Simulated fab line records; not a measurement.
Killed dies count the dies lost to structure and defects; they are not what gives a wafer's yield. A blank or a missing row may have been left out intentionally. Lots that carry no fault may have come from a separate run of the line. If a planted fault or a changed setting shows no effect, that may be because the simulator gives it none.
One fault seen from 3 desks :: flow n5Finfet :: each desk holds nothing but its own numbers, with what lay behind them at the end

== METROLOGY DESK ==
What the gauges read for every lot (on any tool): the sampled wafers with a number, averaged. Any lot whose mean is over 4 standard deviations away from the usual mean is out of limits and marked OUT; that distance is given in the brackets.
Columns: A = cdNm at N5_BEOL_M10_CD_MEAS_28, usual 70.4 nm; B = V9_OVL at N5_BEOL_M10_OVL_MEAS_29, usual 0.3 nm
lot: L658
first seen here: day 11 14:55
A: 70.2
B: -0.9

lot: L659
first seen here: day 11 15:27
A: 70.8
B: 0.4

lot: L669
first seen here: day 13 15:32
A: 71.5
B: 0.5

lot: L671
first seen here: day 13 20:25
A: 70.5
B: 0.2

lot: L672
first seen here: day 14 15:19
A: 69.8
B: 0.8

lot: L676
first seen here: day 16 09:23
A: 70.4
B: 0.2

lot: L677
first seen here: day 16 13:48
A: 71.2
B: 0.6
This desk found nothing out of limits on any of the 7 lots.

== DESK OF THE TOOL OWNER: rieDiel-01 ==
The tool's own readings at N5_BEOL_M10_ETCH_41 (etches SiCN in CH3F/O2, target depth 42.6 nm, time 86 s): means of the sampled wafers that have a number, for each lot that ran on this tool. Any lot whose mean is over 4 standard deviations away from the usual mean is out of limits and marked OUT; that distance is given in the brackets.
Columns: A = biasW at N5_BEOL_M10_ETCH_41, usual 74.98 W; B = drypumpMotorCurrentA at N5_BEOL_M10_ETCH_41, usual 5.7 A; C = oesProductAu at N5_BEOL_M10_ETCH_41, usual 0.79 a.u.; D = rfVppV at N5_BEOL_M10_ETCH_41, usual 297.5 V; E = showerheadPlenumPTorr at N5_BEOL_M10_ETCH_41, usual 2.01 Torr; F = throttleValvePct at N5_BEOL_M10_ETCH_41, usual 16.31 %
lot: L658
first seen here: day 11 15:21
A: 74.87
B: 5.4
C: 0.74
D: 297.9
E: 2.00
F: 16.24

lot: L669
first seen here: day 13 16:00
A: 74.96
B: 5.8
C: 0.86
D: 296.7
E: 1.98
F: 16.41

lot: L671
first seen here: day 13 21:09
A: 75.06
B: 5.3
C: 1.01
D: 296.4
E: 1.98
F: 16.09

lot: L672
first seen here: day 14 15:46
A: 75.22
B: 6.0
C: 1.02
D: 298.4
E: 2.02
F: 16.07
This desk found nothing out of limits on any of the 4 lots.

== THE DEFECT DESK ==
Inspection counts along the route, by lot: the mean over sampled wafers that carry a number. Any lot whose mean is over 4 standard deviations away from the usual mean is out of limits and marked OUT; that distance is given in the brackets.
Columns: A = rawDefectCount at N5_BEOL_M10_INSPECT_30, usual 402
lot: L658
first seen here: day 11 14:58
A: 420

lot: L659
first seen here: day 11 15:31
A: 297

lot: L669
first seen here: day 13 15:35
A: 334

lot: L671
first seen here: day 13 20:28
A: 506

lot: L672
first seen here: day 14 15:22
A: 462

lot: L676
first seen here: day 16 09:26
A: 467

lot: L677
first seen here: day 16 13:52
A: 342
This desk found nothing out of limits on any of the 7 lots.

== BROUGHT TOGETHER ==
Nothing out of limits was seen by the metrology desk.
Nothing out of limits was seen by the tool owner's desk.
Nothing out of limits was seen by the defect desk.

== WHAT THE SIMULATOR PUT IN ==
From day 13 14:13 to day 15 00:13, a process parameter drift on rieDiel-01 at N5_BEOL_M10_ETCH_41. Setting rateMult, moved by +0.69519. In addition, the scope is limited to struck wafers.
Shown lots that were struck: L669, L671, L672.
